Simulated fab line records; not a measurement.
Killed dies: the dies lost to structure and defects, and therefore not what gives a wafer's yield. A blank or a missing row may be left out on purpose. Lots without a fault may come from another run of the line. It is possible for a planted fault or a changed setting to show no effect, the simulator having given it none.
fab line records | flow n5Finfet
record lots=7 | wafers=39
route steps=1938 shown DUMMY_GATE@228 SD_EPI_N@275 SD_EPI_P@308 SD_ACTIVATION@330 HKMG_FIN@403 MOL_CONTACT_COAG@559
startH: start of the lot's first displayed wafer, in hours after the record's first day | waitH: how many hours have passed since the lot's step before this one | " the same as in the row above | L1.1+2: one row covering several wafers at once | - value missing, or start not given | * or withheld: withheld | < > ~ a bound
route shown NAME@n: NAME is a module with steps in the file, n the number in the route of the first one | usual: average and standard deviation across the fault-free wafers | same: alike in all rows | chamber/n: place in a boat | sites: each site's reading | _std_site: standard deviation of those values | _edge_site: the outer-site mean with the inner-site mean subtracted | radiusMm: for every site, how far away it sits from the centre of the wafer | mask NAME#n: copy n | behind: the last tool/chamber to shape the wafer | hold: reason for holding the lot/hours on hold/outcome of the hold | device: the transistor (n, p or np) that didn't switch | end of line: the tests these same wafers got at the end of their route | for a step that has no rows: nothing shown but its recipe | killed: at the first sort, the dies lost to defects and structure; wafer yield is something else | map: the dies of a wafer, with x for killed, . for not killed, _ for no die there
set.NAME: setting as actually run; set.NAME@STEP: the setting as run at that earlier step | model.NAME: the simulator's own value behind a step, which no gauge read
lots where settings were altered on purpose, with a table for each step and a row for each wafer
## steps
# step N5_DUMMY_GATE_EXPOSE_12
# recipe maskId=GATE | na=0.33 | sourceShape=annular | sigmaInner=0.2 | sigmaOuter=0.6 | polarization=unpolarized | targetCdNm=25 | doseMj=34
lot.wafer        | tool          | chamber | startH | waitH | mask   | set.doseMj
L075.1+2+3+4+5+6 | euvScanner-01 | 0       | 52.29  | -     | GATE#0 | 34
L076.1+2+5       | euvScanner-01 | 0       | 57.39  | -     | GATE#0 | 35.45
L076.3+4+6       | "             | 0       | "      | "     | GATE#0 | 34
L083.1+2+6       | euvScanner-01 | 0       | 100.53 | -     | GATE#0 | 34
L083.3+4+5       | "             | 0       | "      | "     | GATE#0 | 34.98
L085.1+2+3       | euvScanner-01 | 0       | 112.43 | -     | GATE#0 | 34
L086.1+2+4       | euvScanner-02 | 0       | 120.39 | -     | GATE#0 | 32.94
L086.3+5+6       | "             | 0       | "      | "     | GATE#0 | 34
L092.1+4+5       | euvScanner-01 | 0       | 154.16 | -     | GATE#0 | 31.73
L092.2+3+6       | "             | 0       | "      | "     | GATE#0 | 34
L097.1+2+3+4+5+6 | euvScanner-01 | 0       | 183.66 | -     | GATE#0 | 34
# step N5_DUMMY_GATE_PEB_13
# recipe pebTempC=100 | pebTimeS=60 | resist=CAR-EUV
# step N5_DUMMY_GATE_DEVELOP_14
# recipe developTimeS=30 | developer=TMAH | resist=CAR-EUV | rinseLiquid=surfactantRinse | dry=airSpin | devTempC=23
# step N5_DUMMY_GATE_CD_MEAS_15
# recipe targetCdNm=25.8 | landingEnergyEv=500 | detector=seInlens
# usual cdNm=25.09/0.25
lot.wafer | tool     | chamber | startH | waitH | set.doseMj@DUMMY_GATE_EXPOSE_12 | cdNm
L075.1    | cdSem-02 | 0       | 52.42  | -     | 34                              | 24.77
L075.2    | "        | 0       | "      | "     | 34                              | 24.57
L075.3    | "        | 0       | "      | "     | 34                              | 24.68
L075.4    | "        | 0       | "      | "     | 34                              | 25.14
L075.5    | "        | 0       | "      | "     | 34                              | 24.91
L075.6    | "        | 0       | "      | "     | 34                              | 25.00
L076.1    | cdSem-02 | 0       | 57.52  | -     | 35.45                           | 24.30
L076.2    | "        | 0       | "      | "     | 35.45                           | 24.36
L076.3    | "        | 0       | "      | "     | 34                              | 24.90
L076.4    | "        | 0       | "      | "     | 34                              | 25.29
L076.5    | "        | 0       | "      | "     | 35.45                           | 23.92
L076.6    | "        | 0       | "      | "     | 34                              | 25.12
L083.1    | cdSem-02 | 0       | 100.66 | -     | 34                              | 25.09
L083.2    | "        | 0       | "      | "     | 34                              | 24.77
L083.3    | "        | 0       | "      | "     | 34.98                           | 24.35
L083.4    | "        | 0       | "      | "     | 34.98                           | 24.25
L083.5    | "        | 0       | "      | "     | 34.98                           | 24.30
L083.6    | "        | 0       | "      | "     | 34                              | 25.18
L085.1    | cdSem-01 | 0       | 112.55 | -     | 34                              | 25.42
L085.2    | "        | 0       | "      | "     | 34                              | 25.28
L085.3    | "        | 0       | "      | "     | 34                              | 25.15
L086.1    | cdSem-01 | 0       | 120.52 | -     | 32.94                           | 25.47
L086.2    | "        | 0       | "      | "     | 32.94                           | 25.80
L086.3    | "        | 0       | "      | "     | 34                              | 24.68
L086.4    | "        | 0       | "      | "     | 32.94                           | 25.66
L086.5    | "        | 0       | "      | "     | 34                              | 24.94
L086.6    | "        | 0       | "      | "     | 34                              | 24.95
L092.1    | cdSem-03 | 0       | 154.29 | -     | 31.73                           | 26.19
L092.2    | "        | 0       | "      | "     | 34                              | 25.03
L092.3    | "        | 0       | "      | "     | 34                              | 25.33
L092.4    | "        | 0       | "      | "     | 31.73                           | 26.47
L092.5    | "        | 0       | "      | "     | 31.73                           | 26.68
L092.6    | "        | 0       | "      | "     | 34                              | 25.43
L097.1    | cdSem-01 | 0       | 183.78 | -     | 34                              | 25.22
L097.2    | "        | 0       | "      | "     | 34                              | 25.39
L097.3    | "        | 0       | "      | "     | 34                              | 24.68
L097.4    | "        | 0       | "      | "     | 34                              | 25.16
L097.5    | "        | 0       | "      | "     | 34                              | 25.28
L097.6    | "        | 0       | "      | "     | 34                              | 24.90
# step N5_DUMMY_GATE_ETCH_31
# recipe chemistry=C4F6/O2 | target=SiO2 | maskMaterial=SOC | targetDepthA=825 | timeS=27.5 | ionEnergyEv=250 | pressureMtorr=30 | sourceW=345 | biasW=185 | Ar_flow_sccm=300 | C4F6_flow_sccm=10 | O2_flow_sccm=10
lot.wafer | tool       | chamber | startH | waitH | set.targetDepthA | model.etch.depthNm
L075.1    | rieDiel-04 | 3       | 53.02  | 0.1   | 825              | 81.31
L075.2    | "          | 0       | "      | "     | 871.9            | 86.2
L075.3    | "          | 1       | "      | "     | 825              | 82.04
L075.4    | "          | 1       | "      | "     | 825              | 81.66
L075.5    | "          | 0       | "      | "     | 871.9            | 84.72
L075.6    | "          | 3       | "      | "     | 871.9            | 85.34
L076.1    | rieDiel-04 | 3       | 58.09  | 0.0   | 825              | 80.56
L076.2    | "          | 0       | "      | "     | 720.1            | 70.46
L076.3    | "          | 1       | "      | "     | 720.1            | 71.52
L076.4    | "          | 1       | "      | "     | 825              | 81.79
L076.5    | "          | 0       | "      | "     | 720.1            | 70.36
L076.6    | "          | 3       | "      | "     | 825              | 80.41
L083.1    | rieDiel-04 | 3       | 101.21 | 0.0   | 825              | 80.62
L083.2    | "          | 0       | "      | "     | 825              | 80.9
L083.3    | "          | 1       | "      | "     | 825              | 82.23
L083.4    | "          | 0       | "      | "     | 825              | 81.04
L083.5    | "          | 1       | "      | "     | 825              | 81.59
L083.6    | "          | 3       | "      | "     | 825              | 82.1
L085.1    | rieDiel-06 | 2       | 113.30 | 0.0   | 825              | 80.28
L085.2    | "          | 1       | "      | "     | 825              | 80.99
L085.3    | "          | 0       | "      | "     | 825              | 79.87
L086.1    | rieDiel-06 | 0       | 121.08 | 0.0   | 825              | 79.36
L086.2    | "          | 1       | "      | "     | 825              | 81.46
L086.3    | "          | 3       | "      | "     | 825              | 79.53
L086.4    | "          | 2       | "      | "     | 825              | 80.24
L086.5    | "          | 3       | "      | "     | 825              | 78.74
L086.6    | "          | 0       | "      | "     | 825              | 79.56
L092.1    | rieDiel-04 | 2       | 154.84 | 0.0   | 825              | 79.73
L092.2    | "          | 1       | "      | "     | 825              | 81.94
L092.3    | "          | 0       | "      | "     | 898              | 89.99
L092.4    | "          | 0       | "      | "     | 898              | 90.15
L092.5    | "          | 2       | "      | "     | 825              | 80.06
L092.6    | "          | 1       | "      | "     | 898              | 90.18
L097.1    | rieDiel-05 | 3       | 184.59 | 0.2   | 825              | 79.48
L097.2    | "          | 1       | "      | "     | 825              | 84.11
L097.3    | "          | 0       | "      | "     | 825              | 81.78
L097.4    | "          | 2       | "      | "     | 825              | 82.28
L097.5    | "          | 2       | "      | "     | 825              | 82.43
L097.6    | "          | 3       | "      | "     | 825              | 80.12
# step N5_SD_EPI_N_ETCH_35
# recipe chemistry=N2/H2 | target=SOC | overetchA=1080 | maskMaterial=SiARC | tempC=40 | ionEnergyEv=100 | sourceW=3000 | biasW=133 | pressureMtorr=20 | timeS=486 | n2FlowSccm=200 | h2FlowSccm=200
# usual rfVppV=240.4/1.5
lot.wafer | tool       | chamber | startH | waitH | set.sourceW | rfVppV
L075.1    | rieDiel-02 | 0       | 55.05  | 0.0   | 3000        | 240.3
L075.2    | "          | 2       | "      | "     | 3000        | 236.6
L075.3    | "          | 3       | "      | "     | 3000        | 240.5
L075.4    | "          | 3       | "      | "     | 3000        | 240.6
L075.5    | "          | 2       | "      | "     | 3000        | 238.1
L075.6    | "          | 0       | "      | "     | 3000        | 238.2
L076.1    | rieDiel-01 | 0       | 60.35  | 0.0   | 3000        | 241.6
L076.2    | "          | 2       | "      | "     | 3000        | 238.7
L076.3    | "          | 1       | "      | "     | 3000        | 239.7
L076.4    | "          | 3       | "      | "     | 3168        | 236.4
L076.5    | "          | 2       | "      | "     | 3168        | 235.5
L076.6    | "          | 3       | "      | "     | 3168        | 235.6
L083.1    | rieDiel-02 | 3       | 103.13 | 0.0   | 3000        | 241.0
L083.2    | "          | 0       | "      | "     | 2806        | 243.6
L083.3    | "          | 1       | "      | "     | 3000        | 237.4
L083.4    | "          | 3       | "      | "     | 2806        | 245.9
L083.5    | "          | 0       | "      | "     | 2806        | 243.2
L083.6    | "          | 1       | "      | "     | 3000        | 238.8
L085.1    | rieDiel-02 | 0       | 115.35 | 0.0   | 3000        | 239.0
L085.2    | "          | 1       | "      | "     | 3000        | 238.8
L085.3    | "          | 3       | "      | "     | 3000        | 242.7
L086.1    | rieDiel-01 | 3       | 123.37 | 0.0   | 3000        | 240.9
L086.2    | "          | 1       | "      | "     | 3000        | 240.2
L086.3    | "          | 0       | "      | "     | 3000        | 241.4
L086.4    | "          | 2       | "      | "     | 3000        | 241.2
L086.5    | "          | 0       | "      | "     | 3000        | 242.7
L086.6    | "          | 1       | "      | "     | 3000        | 241.3
L092.1    | rieDiel-03 | 0       | 156.75 | 0.0   | 3000        | 239.3
L092.2    | "          | 2       | "      | "     | 2565        | 254.1
L092.3    | "          | 1       | "      | "     | 3000        | 239.2
L092.4    | "          | 3       | "      | "     | 2565        | 253.8
L092.5    | "          | 2       | "      | "     | 3000        | 241.3
L092.6    | "          | 3       | "      | "     | 2565        | 254.2
L097.1    | rieDiel-01 | 2       | 188.30 | 0.0   | 2485        | 256.1
L097.2    | "          | 3       | "      | "     | 3000        | 242.0
L097.3    | "          | 0       | "      | "     | 2485        | 257.9
L097.4    | "          | 1       | "      | "     | 2485        | 257.2
L097.5    | "          | 3       | "      | "     | 3000        | 241.8
L097.6    | "          | 0       | "      | "     | 3000        | 241.6
# step N5_SD_EPI_P_ETCH_37
# recipe chemistry=N2/H2 | target=SOC | overetchA=1080 | maskMaterial=SiARC | tempC=40 | ionEnergyEv=100 | sourceW=3000 | biasW=133 | pressureMtorr=20 | timeS=486 | n2FlowSccm=200 | h2FlowSccm=200 | ends=endPoint
# usual rfVppV=240.9/1.3
lot.wafer | tool       | chamber | startH | waitH | set.sourceW | rfVppV | model.SiARC_of_SD_EPI_P_COAT_35.thkNm
L075.1    | rieDiel-05 | 2       | 60.12  | 0.0   | 3000        | 239.9  | 19.2
L075.2    | "          | 3       | "      | "     | 3495        | 230.2  | 17.8
L075.3    | "          | 0       | "      | "     | 3000        | 239.3  | 19.8
L075.4    | "          | 1       | "      | "     | 3495        | 228.0  | 17.2
L075.5    | "          | 2       | "      | "     | 3000        | 242.4  | 19.2
L075.6    | "          | 3       | "      | "     | 3495        | 228.4  | 17.8
L076.1    | rieDiel-05 | 1       | 66.27  | 0.0   | 3326        | 232.7  | 17.8
L076.2    | "          | 0       | "      | "     | 3326        | 232.4  | 18.6
L076.3    | "          | 2       | "      | "     | 3000        | 242.0  | 19.2
L076.4    | "          | 3       | "      | "     | 3000        | 241.5  | 19.8
L076.5    | "          | 2       | "      | "     | 3000        | 240.7  | 19.4
L076.6    | "          | 1       | "      | "     | 3326        | 233.0  | 18
L083.1    | rieDiel-04 | 3       | 107.99 | 0.0   | 3000        | 239.6  | 20.2
L083.2    | "          | 0       | "      | "     | 3000        | 240.1  | 20.4
L083.3    | "          | 1       | "      | "     | 3390        | 230.8  | 18.4
L083.4    | "          | 1       | "      | "     | 3390        | 232.2  | 18.4
L083.5    | "          | 0       | "      | "     | 3000        | 238.7  | 20.6
L083.6    | "          | 3       | "      | "     | 3390        | 230.0  | 18.6
L085.1    | rieDiel-06 | 2       | 119.95 | 0.0   | 3000        | 239.1  | 20.2
L085.2    | "          | 0       | "      | "     | 3000        | 239.6  | 20.4
L085.3    | "          | 1       | "      | "     | 3000        | 242.0  | 20.4
L086.1    | rieDiel-04 | 1       | 128.13 | 0.0   | 3000        | 242.7  | 19.6
L086.2    | "          | 3       | "      | "     | 2613        | 252.1  | 21.6
L086.3    | "          | 2       | "      | "     | 2613        | 253.7  | 22.2
L086.4    | "          | 1       | "      | "     | 2613        | 252.5  | 21.4
L086.5    | "          | 3       | "      | "     | 3000        | 238.6  | 19.8
L086.6    | "          | 2       | "      | "     | 3000        | 242.3  | 20.6
L092.1    | rieDiel-06 | 1       | 161.98 | 0.1   | 2588        | 255.8  | 21.8
L092.2    | "          | 0       | "      | "     | 2588        | 252.6  | 21.8
L092.3    | "          | 0       | "      | "     | 2588        | 252.9  | 21.8
L092.4    | "          | 1       | "      | "     | 3000        | 243.3  | 20.2
L092.5    | "          | 0       | "      | "     | 3000        | 240.8  | 20.2
L092.6    | "          | 1       | "      | "     | 3000        | 244.1  | 20.2
L097.1    | rieDiel-05 | 1       | 193.70 | 0.0   | 3000        | 239.8  | 19.4
L097.2    | "          | 0       | "      | "     | 3281        | 232.8  | 18.8
L097.3    | "          | 2       | "      | "     | 3000        | 240.8  | 19.8
L097.4    | "          | 3       | "      | "     | 3281        | 235.6  | 19
L097.5    | "          | 0       | "      | "     | 3000        | 239.5  | 20
L097.6    | "          | 1       | "      | "     | 3281        | 235.3  | 18.4
# step N5_SD_EPI_P_STRIP_38
# recipe chemistry=N2/H2 | tempC=40 | n2FlowSccm=200 | h2FlowSccm=200 | rfFrequencyHz=6e+07
# step N5_SD_EPI_P_ETCHBACK_46
# recipe chemistry=CH3F/O2 | mode=anisotropicEtchback | target=SiNx | targetDepthA=175 | stopOn=SiO2 | overEtchFrac=0.3 | ionEnergyEv=120 | pressureMtorr=30 | sourceW=395 | biasW=73 | Ar_flow_sccm=150 | CH3F_flow_sccm=30 | O2_flow_sccm=20
lot.wafer | tool       | chamber | startH | waitH | set.sourceW@SD_EPI_P_ETCH_37 | model.SiARC_of_SD_EPI_P_COAT_35.thkNm
L075.1+5  | rieDiel-05 | 2       | 60.45  | 0.0   | 3000                         | 14.6
L075.2+6  | "          | 3       | "      | "     | 3495                         | 13.2
L075.3    | "          | 0       | "      | "     | 3000                         | 15.4
L075.4    | "          | 1       | "      | "     | 3495                         | 12.6
L076.1+6  | rieDiel-05 | 1       | 66.59  | 0.0   | 3326                         | 13.4
L076.2    | "          | 0       | "      | "     | 3326                         | 14
L076.3+5  | "          | 2       | "      | "     | 3000                         | 14.8
L076.4    | "          | 3       | "      | "     | 3000                         | 15.4
L083.1    | rieDiel-04 | 3       | 108.31 | 0.0   | 3000                         | 15.8
L083.2    | "          | 0       | "      | "     | 3000                         | 16
L083.3    | "          | 1       | "      | "     | 3390                         | 14
L083.4    | "          | 1       | "      | "     | 3390                         | 13.8
L083.5    | "          | 0       | "      | "     | 3000                         | 16.2
L083.6    | "          | 3       | "      | "     | 3390                         | 14.2
L085.1+3  | rieDiel-06 | 2,1     | 120.27 | 0.0   | 3000                         | 15.8
L085.2    | "          | 0       | "      | "     | 3000                         | 16
L086.1    | rieDiel-04 | 1       | 128.46 | 0.0   | 3000                         | 15.2
L086.2    | "          | 3       | "      | "     | 2613                         | 17.2
L086.3    | "          | 2       | "      | "     | 2613                         | 17.8
L086.4    | "          | 1       | "      | "     | 2613                         | 16.8
L086.5    | "          | 3       | "      | "     | 3000                         | 15.4
L086.6    | "          | 2       | "      | "     | 3000                         | 16.2
L092.1    | rieDiel-06 | 1       | 162.46 | 0.0   | 2588                         | 17.2
L092.2+3  | "          | 0       | "      | "     | 2588                         | 17.4
L092.4+6  | "          | 1       | "      | "     | 3000                         | 15.6
L092.5    | "          | 0       | "      | "     | 3000                         | 15.8
L097.1    | rieDiel-05 | 1       | 194.03 | 0.0   | 3000                         | 14.8
L097.2    | "          | 0       | "      | "     | 3281                         | 14.2
L097.3    | "          | 2       | "      | "     | 3000                         | 15.2
L097.4    | "          | 3       | "      | "     | 3281                         | 14.4
L097.5    | "          | 0       | "      | "     | 3000                         | 15.4
L097.6    | "          | 1       | "      | "     | 3281                         | 13.8
# step N5_SD_EPI_P_EPI_21
# recipe material=SiGe:B | dopant=B | tempC=550 | pressureTorr=20 | ambient=H2 | timeS=355
lot.wafer        | tool        | chamber | startH | waitH | set.dopantConcCm3
L075.1+2+4       | epiRpcvd-02 | 0       | 61.38  | 0.1   | 3e+20
L075.3+5+6       | "           | 0       | "      | "     | 2.58e+20
L076.1+2+3+4+5+6 | epiRpcvd-02 | 0       | 67.52  | 0.1   | 3e+20
L083.1+2+4       | epiRpcvd-03 | 0       | 109.37 | 0.2   | 3e+20
L083.3+5+6       | "           | 0       | "      | "     | 2.843e+20
L085.1+2+3       | epiRpcvd-01 | 0       | 121.21 | 0.1   | 3e+20
L086.1+2+5       | epiRpcvd-03 | 0       | 129.55 | 0.2   | 2.736e+20
L086.3+4+6       | "           | 0       | "      | "     | 3e+20
L092.1+2+6       | epiRpcvd-03 | 0       | 163.64 | 0.2   | 3.371e+20
L092.3+4+5       | "           | 0       | "      | "     | 3e+20
L097.1+2+3+4+5+6 | epiRpcvd-02 | 0       | 195.18 | 0.2   | 3e+20
# step N5_SD_EPI_P_HM_STRIP_48
# recipe chemistry=H3PO4 | tempC=160 | material=SiNx | target=SiNx | targetDepthA=30 | overetchFraction=0.3
# step N5_SD_ACTIVATION_RTA_00
# recipe tempC=975 | timeS=0 | ambient=N2 | idleTempC=600 | rampUpCPerS=150 | rampDownCPerS=60 | coolToC=600
# step N5_SD_ACTIVATION_LSA_01
# recipe tempC=1080 | timeS=0.0008 | ambient=N2
# step N5_SD_ACTIVATION_RS_MEAS_03
# recipe thkMeasGauge=four-point-probe
# usual RS_SD_N=21.92/0.29 | RS_SD_P=56.4/0.86
lot.wafer | tool         | chamber | startH | waitH | set.dopantConcCm3@SD_EPI_P_EPI_21 | RS_SD_N[ohm/sq] | RS_SD_P[ohm/sq]
L075.1    | filmMetro-02 | -       | 64.18  | 0.2   | 3e+20                             | 22.02           | 55.8
L075.2    | "            | -       | "      | "     | 3e+20                             | 21.97           | 56.9
L075.3    | "            | -       | "      | "     | 2.58e+20                          | 21.56           | 65.9
L075.4    | "            | -       | "      | "     | 3e+20                             | 21.98           | 56.1
L075.5    | "            | -       | "      | "     | 2.58e+20                          | 21.48           | 65.3
L075.6    | "            | -       | "      | "     | 2.58e+20                          | 21.72           | 64.7
L076.1    | filmMetro-01 | -       | 70.48  | 0.2   | 3e+20                             | 21.82           | 55.5
L076.2    | "            | -       | "      | "     | 3e+20                             | 22.21           | 55.9
L076.3    | "            | -       | "      | "     | 3e+20                             | 22.15           | 56.1
L076.4    | "            | -       | "      | "     | 3e+20                             | 21.77           | 55.4
L076.5    | "            | -       | "      | "     | 3e+20                             | 22.48           | 54.3
L076.6    | "            | -       | "      | "     | 3e+20                             | 22.07           | 56.8
L083.1    | filmMetro-02 | -       | 112.89 | 0.2   | 3e+20                             | 22.06           | 57.0
L083.2    | "            | -       | "      | "     | 3e+20                             | 21.50           | 57.1
L083.3    | "            | -       | "      | "     | 2.843e+20                         | 21.80           | 60.1
L083.4    | "            | -       | "      | "     | 3e+20                             | 22.20           | 56.1
L083.5    | "            | -       | "      | "     | 2.843e+20                         | 21.99           | 59.2
L083.6    | "            | -       | "      | "     | 2.843e+20                         | 21.85           | 60.2
L085.1    | filmMetro-02 | -       | 124.02 | 0.2   | 3e+20                             | 21.80           | 57.3
L085.2    | "            | -       | "      | "     | 3e+20                             | 22.07           | 57.1
L085.3    | "            | -       | "      | "     | 3e+20                             | 21.74           | 55.9
L086.1    | filmMetro-01 | -       | 133.07 | 0.2   | 2.736e+20                         | 21.42           | 61.2
L086.2    | "            | -       | "      | "     | 2.736e+20                         | 21.80           | 60.8
L086.3    | "            | -       | "      | "     | 3e+20                             | 21.92           | 56.2
L086.4    | "            | -       | "      | "     | 3e+20                             | 21.78           | 55.2
L086.5    | "            | -       | "      | "     | 2.736e+20                         | 21.41           | 60.6
L086.6    | "            | -       | "      | "     | 3e+20                             | 21.92           | 55.8
L092.1    | filmMetro-02 | -       | 167.19 | 0.2   | 3.371e+20                         | 22.17           | 51.1
L092.2    | "            | -       | "      | "     | 3.371e+20                         | 21.90           | 50.1
L092.3    | "            | -       | "      | "     | 3e+20                             | 21.88           | 56.1
L092.4    | "            | -       | "      | "     | 3e+20                             | 22.33           | 55.1
L092.5    | "            | -       | "      | "     | 3e+20                             | 22.09           | 55.4
L092.6    | "            | -       | "      | "     | 3.371e+20                         | 21.88           | 50.8
L097.1    | filmMetro-02 | -       | 198.82 | 0.2   | 3e+20                             | 21.85           | 58.0
L097.2    | "            | -       | "      | "     | 3e+20                             | 22.12           | 56.6
L097.3    | "            | -       | "      | "     | 3e+20                             | 21.83           | 57.7
L097.4    | "            | -       | "      | "     | 3e+20                             | 22.21           | 57.5
L097.5    | "            | -       | "      | "     | 3e+20                             | 21.95           | 56.9
L097.6    | "            | -       | "      | "     | 3e+20                             | 22.16           | 57.1
# step N5_HKMG_FIN_ETCH_55
# recipe chemistry=N2/H2 | target=SOC | targetDepthA=2400 | tempC=40 | timeS=300 | ionEnergyEv=200 | maskMaterial=SiARC | pressureMtorr=30 | sourceW=840 | biasW=150 | n2FlowSccm=200 | h2FlowSccm=200
# usual rfVppV=523.4/2.6
lot.wafer | tool       | chamber | startH | waitH | set.biasW | rfVppV | model.SiARC_of_HKMG_FIN_COAT_42.thkNm
L075.1    | rieDiel-01 | 1       | 77.13  | 0.0   | 150       | 525.3  | 21.6
L075.2    | "          | 0       | "      | "     | 175.8     | 583.1  | 19.2
L075.3    | "          | 2       | "      | "     | 150       | 522.4  | 21.8
L075.4    | "          | 3       | "      | "     | 175.8     | 582.1  | 16.8
L075.5    | "          | 2       | "      | "     | 175.8     | 578.2  | 18.8
L075.6    | "          | 1       | "      | "     | 150       | 523.1  | 21.4
L076.1    | rieDiel-01 | 2       | 83.29  | 0.0   | 129.4     | 476.5  | 24.4
L076.2    | "          | 3       | "      | "     | 150       | 527.3  | 19.8
L076.3    | "          | 0       | "      | "     | 129.4     | 479.0  | 24
L076.4    | "          | 1       | "      | "     | 129.4     | 478.5  | 24
L076.5    | "          | 1       | "      | "     | 150       | 523.6  | 21.4
L076.6    | "          | 0       | "      | "     | 150       | 526.3  | 21.8
L083.1    | rieDiel-01 | 2       | 126.33 | 0.0   | 166.9     | 559.2  | 19.8
L083.2    | "          | 1       | "      | "     | 150       | 525.0  | 21.6
L083.3    | "          | 3       | "      | "     | 150       | 525.5  | 20
L083.4    | "          | 0       | "      | "     | 166.9     | 562.8  | 20.2
L083.5    | "          | 1       | "      | "     | 166.9     | 559.1  | 19.8
L083.6    | "          | 2       | "      | "     | 150       | 522.2  | 21.8
L085.1    | rieDiel-03 | 3       | 138.49 | 0.0   | 150       | 525.3  | 21
L085.2    | "          | 0       | "      | "     | 150       | 519.9  | 21.8
L085.3    | "          | 2       | "      | "     | 150       | 523.6  | 21.4
L086.1    | rieDiel-03 | 0       | 146.47 | 0.0   | 150       | 520.5  | 22
L086.2    | "          | 2       | "      | "     | 157.8     | 540.1  | 21
L086.3    | "          | 1       | "      | "     | 150       | 523.7  | 21.4
L086.4    | "          | 3       | "      | "     | 150       | 525.5  | 21.2
L086.5    | "          | 2       | "      | "     | 157.8     | 540.5  | 20.6
L086.6    | "          | 3       | "      | "     | 157.8     | 542.7  | 20.6
L092.1    | rieDiel-03 | 0       | 180.49 | 0.0   | 177       | 577.3  | 19.2
L092.2    | "          | 2       | "      | "     | 150       | 523.5  | 21.8
L092.3    | "          | 3       | "      | "     | 177       | 583.5  | 18.4
L092.4    | "          | 0       | "      | "     | 150       | 521.2  | 22
L092.5    | "          | 2       | "      | "     | 150       | 523.8  | 21.8
L092.6    | "          | 3       | "      | "     | 177       | 582.4  | 18.4
L097.1    | rieDiel-03 | 3       | 211.92 | 0.0   | 130       | 478.9  | 23.6
L097.2    | "          | 2       | "      | "     | 150       | 525.3  | 21.8
L097.3    | "          | 1       | "      | "     | 150       | 521.2  | 20.6
L097.4    | "          | 3       | "      | "     | 150       | 525.6  | 21.4
L097.5    | "          | 1       | "      | "     | 130       | 479.4  | 23.2
L097.6    | "          | 2       | "      | "     | 130       | 478.2  | 24
# step N5_MOL_CONTACT_COAG_ALD_27
# recipe material=SiOC | targetThkA=170 | tempC=400 | aldPrecursorFamily=carbosiloxane | aldCoReactant=H2-plasma | pulseTimeS=1.5 | timeS=2720 | purgeTimeS=2 | coReactantPurgeTimeS=2 | aldCycles=340 | pressureTorr=2
lot.wafer      | tool      | chamber   | startH | waitH | set.aldCycles | model.SiOC_of_MOL_CONTACT_COAG_ALD_27.thkNm
L075.1+4       | aldSin-04 | 0         | 100.59 | 0.0   | 322           | 16
L075.2+3+5     | "         | 3,2,2     | "      | "     | 340           | 17
L075.6         | "         | 3         | "      | "     | 322           | 16.2
L076.1         | aldSin-04 | 0         | 106.82 | 0.1   | 340           | 16.8
L076.2+6       | "         | 3         | "      | "     | 285           | 14.4
L076.3         | "         | 2         | "      | "     | 285           | 14.2
L076.4+5       | "         | 2,0       | "      | "     | 340           | 17
L083.1         | aldSin-02 | 2         | 150.07 | 0.0   | 366           | 18.4
L083.2+4+5     | "         | 0,3,1     | "      | "     | 340           | 17
L083.3+6       | "         | 1,2       | "      | "     | 366           | 18.2
L085.1         | aldSin-03 | 0         | 162.06 | 0.0   | 340           | 17
L085.2+3       | "         | 2,3       | "      | "     | 340           | 17.2
L086.1+2+3+5+6 | aldSin-02 | 3,2,0,2,3 | 169.34 | 0.0   | 340           | 17.2
L086.4         | "         | 1         | "      | "     | 340           | 17
L092.1         | aldSin-03 | 0         | 202.92 | 0.0   | 391           | 19.6
L092.2+3+5     | "         | 2,1,2     | "      | "     | 340           | 17
L092.4+6       | "         | 3         | "      | "     | 391           | 19.8
L097.1+2+3+4+5 | aldSin-02 | 0,2,1,3,2 | 236.02 | 0.0   | 340           | 17
L097.6         | "         | 3         | "      | "     | 340           | 17.2
## key
split step=N5_DUMMY_GATE_EXPOSE_12 | setting=doseMj | stated=34 | by=wafer
response step=N5_DUMMY_GATE_CD_MEAS_15 | reading=cdNm | change=-0.201 | per=1% | r=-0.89
split step=N5_DUMMY_GATE_ETCH_31 | setting=targetDepthA | stated=825 | by=wafer
response step=N5_DUMMY_GATE_ETCH_31 | reading=model.etch.depthNm | change=+0.861 | per=1% | r=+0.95
split step=N5_SD_EPI_N_ETCH_35 | setting=sourceW | stated=3000 | by=wafer
response step=N5_SD_EPI_N_ETCH_35 | reading=rfVppV | change=-0.904 | per=1% | r=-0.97
split step=N5_SD_EPI_P_ETCH_37 | setting=sourceW | stated=3000 | by=wafer
response step=N5_SD_EPI_P_ETCH_37 | reading=rfVppV | change=-0.747 | per=1% | r=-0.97
response step=N5_SD_EPI_P_ETCH_37 | reading=model.SiARC_of_SD_EPI_P_COAT_35.thkNm | change=-0.123 | per=1% | r=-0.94
response step=N5_SD_EPI_P_ETCHBACK_46 | reading=model.SiARC_of_SD_EPI_P_COAT_35.thkNm | change=-0.126 | per=1% | r=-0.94
split step=N5_SD_EPI_P_EPI_21 | setting=dopantConcCm3 | stated=3e+20 | by=wafer
response step=N5_SD_ACTIVATION_RS_MEAS_03 | reading=RS_SD_P | change=-0.547 | per=1% | r=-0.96
split step=N5_HKMG_FIN_ETCH_55 | setting=biasW | stated=150 | by=wafer
response step=N5_HKMG_FIN_ETCH_55 | reading=rfVppV | change=+3.33 | per=1% | r=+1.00
response step=N5_HKMG_FIN_ETCH_55 | reading=model.SiARC_of_HKMG_FIN_COAT_42.thkNm | change=-0.181 | per=1% | r=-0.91
split step=N5_MOL_CONTACT_COAG_ALD_27 | setting=aldCycles | stated=340 | by=wafer
response step=N5_MOL_CONTACT_COAG_ALD_27 | reading=model.SiOC_of_MOL_CONTACT_COAG_ALD_27.thkNm | change=+0.17 | per=1% | r=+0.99
